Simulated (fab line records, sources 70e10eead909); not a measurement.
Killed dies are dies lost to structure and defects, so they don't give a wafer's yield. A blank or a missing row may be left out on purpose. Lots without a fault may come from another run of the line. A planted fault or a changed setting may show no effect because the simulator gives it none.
Chamber matching | flow nand_harc | NHARC_P_GATE_DESCUM_13 on rie_diel-07: 4 sister chambers
The step chemistry O2, time 3 s. 18 wafers are shown with their chamber, then 9 later ones without.

WAFERS WITH THEIR CHAMBER
wafer  | chamber | drypump_motor_current_A (A) | showerhead_plenum_p_Torr (Torr) | oes_product_au (a.u.)
L074.1 | 2       | 6.5                         | 1.91                            | 1.024
L074.5 | 2       | 6.6                         | 1.91                            | 1.031
L074.6 | 1       | 4.9                         | 1.98                            | 1.007
L078.1 | 2       | 6.6                         | 1.91                            | 1.024
L078.5 | 0       | 5.1                         | 1.77                            | 1.002
L078.6 | 3       | 5.1                         | 1.95                            | 1.013
L082.1 | 1       | 4.9                         | 1.97                            | 1.016
L082.4 | 0       | 5.1                         | 1.77                            | 1.003
L082.6 | 2       | 6.6                         | 1.90                            | 1.025
L086.1 | 2       | 6.6                         | 1.90                            | 1.038
L086.2 | 1       | 4.9                         | 1.97                            | 1.008
L086.5 | 3       | 5.1                         | 1.95                            | 1.003
L085.1 | 1       | 4.9                         | 1.97                            | 1.006
L085.2 | 3       | 5.1                         | 1.95                            | 1.004
L085.3 | 2       | 6.6                         | 1.90                            | 1.031
L091.4 | 3       | 5.1                         | 1.94                            | 1.014
L091.5 | 1       | 4.9                         | 1.96                            | 0.995
L091.6 | 2       | 6.6                         | 1.90                            | 1.028

SIGNATURES (means of the wafers above)
reading                  | chamber 0 | chamber 1 | chamber 2 | chamber 3 | scatter within a chamber
drypump_motor_current_A  | 5.100     | 4.900     | 6.586     | 5.100     | 0.0247
showerhead_plenum_p_Torr | 1.7700    | 1.9700    | 1.9043    | 1.9475    | 0.00565
oes_product_au           | 1.00250   | 1.00640   | 1.02871   | 1.00850   | 0.00587
Rule: a wafer's distance from a chamber is the root of the sum, over the readings, of the square of ((its reading less the chamber's mean) divided by the reading's scatter). The wafer belongs to the nearest chamber; if the next one is less than 2 further off, it can't be placed. The scatter: the root of (the sum of the squares of (reading less its chamber's mean) over the shown wafers, divided by (wafers less chambers)).

WAFERS WITHOUT THEIR CHAMBER
wafer  | drypump_motor_current_A (A) | showerhead_plenum_p_Torr (Torr) | oes_product_au (a.u.)
L093.2 | 4.9                         | 1.96                            | 1.004
L093.3 | 5.1                         | 1.76                            | 1.011
L093.4 | 5.1                         | 1.94                            | 1.026
L096.1 | 5.1                         | 1.76                            | 1.002
L096.2 | 4.9                         | 1.96                            | 1.015
L096.6 | 6.6                         | 1.89                            | 1.019
L097.3 | 4.9                         | 1.96                            | 1.017
L097.4 | 6.6                         | 1.89                            | 1.017
L097.6 | 5.1                         | 1.94                            | 1.029

WHICH CHAMBER EACH WENT THROUGH
wafer  | from the rows above | in truth
L093.2 | 1                   | 1
L093.3 | 0                   | 0
L093.4 | 3                   | 3
L096.1 | 0                   | 0
L096.2 | 1                   | 1
L096.6 | 2                   | 2
L097.3 | 1                   | 1
L097.4 | 2                   | 2
L097.6 | 3                   | 3
Placed correctly: 9 of 9. Can't be placed from these rows: 0. Placed wrongly: 0.
